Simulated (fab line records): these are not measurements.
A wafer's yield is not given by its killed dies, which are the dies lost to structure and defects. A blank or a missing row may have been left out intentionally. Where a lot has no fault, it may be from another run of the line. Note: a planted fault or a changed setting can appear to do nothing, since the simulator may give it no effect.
Matching of chambers	flow nand_harc	NHARC_A_CHANNEL_HOLE_D1_DESCUM_15 on rie_diel-07: 4 sister chambers
The step chemistry O2, time 3 s. 4 wafers are shown with their chamber, then 7 later ones without.

## WAFERS PAIRED WITH THEIR CHAMBERS
wafer	chamber	showerhead_plenum_p_Torr (Torr)
L440.4	3	1.83
L439.5	1	1.81
L442.2	0	1.91
L442.3	2	1.93

## WAFERS WHOSE CHAMBER IS MISSING
wafer	showerhead_plenum_p_Torr (Torr)
L442.5	1.80
L445.1	1.93
L445.5	1.83
L445.6	1.93
L449.1	1.93
L449.2	1.83
L449.6	1.80

## WHICH CHAMBER EACH WENT THROUGH
wafer	from the rows above	in truth
L442.5	1	1
L445.1	2	2
L445.5	3	3
L445.6	2	2
L449.1	2	2
L449.2	3	3
L449.6	1	1
7 of 7 placed correctly. Not placeable from these rows: 0. 0 placed wrongly.
How it was worked out, from the rows above alone: a wafer's distance from a chamber is the root of the sum, over the readings, of the square of ((its reading less the chamber's mean) divided by the reading's scatter). The wafer belongs to the nearest chamber; if the next one is less than 2 further off, it can't be placed. The mean given for a chamber averages the wafers shown for that chamber. The scatter (one wafer shown for each chamber): square how far every hidden wafer sits from the nearest shown wafer, average those squares and take the square root.
